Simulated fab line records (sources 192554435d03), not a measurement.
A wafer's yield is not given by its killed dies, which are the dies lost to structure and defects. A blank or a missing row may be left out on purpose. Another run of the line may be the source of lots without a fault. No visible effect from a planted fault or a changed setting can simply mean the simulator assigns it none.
Chamber matching || flow n5 finfet || N5_BEOL_M9_STRIP_19 on rie diel-05 has 4 sister chambers
The step strips in O2. 8 wafers are shown with their chamber, then 9 later ones without.

## WAFERS PAIRED WITH THEIR CHAMBERS
{"wafer": "L078.3", "chamber": 3, "drypump motor current A (A)": 5.1, "showerhead plenum p Torr (Torr)": 2.06}
{"wafer": "L082.2", "chamber": 1, "drypump motor current A (A)": 5.6, "showerhead plenum p Torr (Torr)": 2.15}
{"wafer": "L082.5", "chamber": 2, "drypump motor current A (A)": 6.2, "showerhead plenum p Torr (Torr)": 2.13}
{"wafer": "L086.1", "chamber": 2, "drypump motor current A (A)": 6.1, "showerhead plenum p Torr (Torr)": 2.12}
{"wafer": "L086.4", "chamber": 1, "drypump motor current A (A)": 5.7, "showerhead plenum p Torr (Torr)": 2.14}
{"wafer": "L087.1", "chamber": 0, "drypump motor current A (A)": 5.3, "showerhead plenum p Torr (Torr)": 2.02}
{"wafer": "L087.5", "chamber": 3, "drypump motor current A (A)": 5.1, "showerhead plenum p Torr (Torr)": 2.05}
{"wafer": "L087.6", "chamber": 0, "drypump motor current A (A)": 5.2, "showerhead plenum p Torr (Torr)": 2.02}

## WAFERS MISSING THEIR CHAMBER
{"wafer": "L093.2", "drypump motor current A (A)": 5.2, "showerhead plenum p Torr (Torr)": 2.02}
{"wafer": "L093.3", "drypump motor current A (A)": 6.2, "showerhead plenum p Torr (Torr)": 2.12}
{"wafer": "L093.5", "drypump motor current A (A)": 6.2, "showerhead plenum p Torr (Torr)": 2.12}
{"wafer": "L095.1", "drypump motor current A (A)": 5.1, "showerhead plenum p Torr (Torr)": 2.05}
{"wafer": "L095.3", "drypump motor current A (A)": 5.6, "showerhead plenum p Torr (Torr)": 2.14}
{"wafer": "L095.5", "drypump motor current A (A)": 5.1, "showerhead plenum p Torr (Torr)": 2.05}
{"wafer": "L096.1", "drypump motor current A (A)": 6.2, "showerhead plenum p Torr (Torr)": 2.12}
{"wafer": "L096.5", "drypump motor current A (A)": 5.1, "showerhead plenum p Torr (Torr)": 2.05}
{"wafer": "L096.6", "drypump motor current A (A)": 6.2, "showerhead plenum p Torr (Torr)": 2.12}

## CHAMBER TAKEN BY EACH
{"wafer": "L093.2", "from the rows above": 0, "in truth": 0}
{"wafer": "L093.3", "from the rows above": 2, "in truth": 2}
{"wafer": "L093.5", "from the rows above": 2, "in truth": 2}
{"wafer": "L095.1", "from the rows above": 3, "in truth": 3}
{"wafer": "L095.3", "from the rows above": 1, "in truth": 1}
{"wafer": "L095.5", "from the rows above": 3, "in truth": 3}
{"wafer": "L096.1", "from the rows above": 2, "in truth": 2}
{"wafer": "L096.5", "from the rows above": 3, "in truth": 3}
{"wafer": "L096.6", "from the rows above": 2, "in truth": 2}
Placed correctly: 9 of 9. Not placeable from these rows: 0. Number placed wrongly: 0.
How it was worked out, from the rows above alone: a wafer's distance from a chamber is the root of the sum, over the readings, of the square of ((its reading less the chamber's mean) divided by the reading's scatter). The wafer belongs to the nearest chamber; if the next one is less than 2 further off, it can't be placed. For every chamber, the mean is computed from those of its wafers that are shown. How the scatter is found: for the shown wafers, subtract from each reading the mean of its chamber, square and add these, divide the total by (wafers less chambers), then take the root.
